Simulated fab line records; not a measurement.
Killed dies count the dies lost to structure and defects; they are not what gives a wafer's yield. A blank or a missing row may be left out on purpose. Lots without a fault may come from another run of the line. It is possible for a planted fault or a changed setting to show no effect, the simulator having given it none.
Chamber matching + flow nand-harc + rie-diel-01 running NHARC_THIN_TSV_ETCHBACK_48: 4 sister chambers
The step etches the open film in C4F8/Ar, target depth 1028.5 nm, time 405.17 s. 4 wafers are shown with their chamber, then 6 later ones without.

## WAFERS PAIRED WITH THEIR CHAMBERS
| wafer  | chamber | rf-vpp-V (V) |
|--------|---------|--------------|
| L252.2 | 3       | 549.4        |
| L259.1 | 0       | 547.0        |
| L264.1 | 1       | 542.5        |
| L264.4 | 2       | 550.6        |

## WAFERS WITHOUT THEIR CHAMBER
| wafer  | rf-vpp-V (V) |
|--------|--------------|
| L264.6 | 550.5        |
| L266.1 | 544.5        |
| L266.5 | 551.4        |
| L266.6 | 545.9        |
| L268.2 | 550.3        |
| L268.6 | 551.2        |

## THE CHAMBER EACH PASSED THROUGH
| wafer  | from the rows above     | in truth |
|--------|-------------------------|----------|
| L264.6 | can't be placed: 2 or 3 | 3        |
| L266.1 | can't be placed: 1 or 0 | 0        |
| L266.5 | can't be placed: 2 or 3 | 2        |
| L266.6 | 0                       | 0        |
| L268.2 | can't be placed: 2 or 3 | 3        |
| L268.6 | can't be placed: 2 or 3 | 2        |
Placed correctly: 1 of 6. Not placeable from these rows: 5 (in 5, the candidates include the true chamber). 0 placed wrongly.
How it was worked out, from the rows above alone: a wafer's distance from a chamber is the root of the sum, over the readings, of the square of ((its reading less the chamber's mean) divided by the reading's scatter). The wafer belongs to the nearest chamber; if the next one is less than 2 further off, it can't be placed. A chamber's mean is the mean of its shown wafers. The scatter (one wafer shown for each chamber): square how far every hidden wafer sits from the nearest shown wafer, average those squares and take the square root.
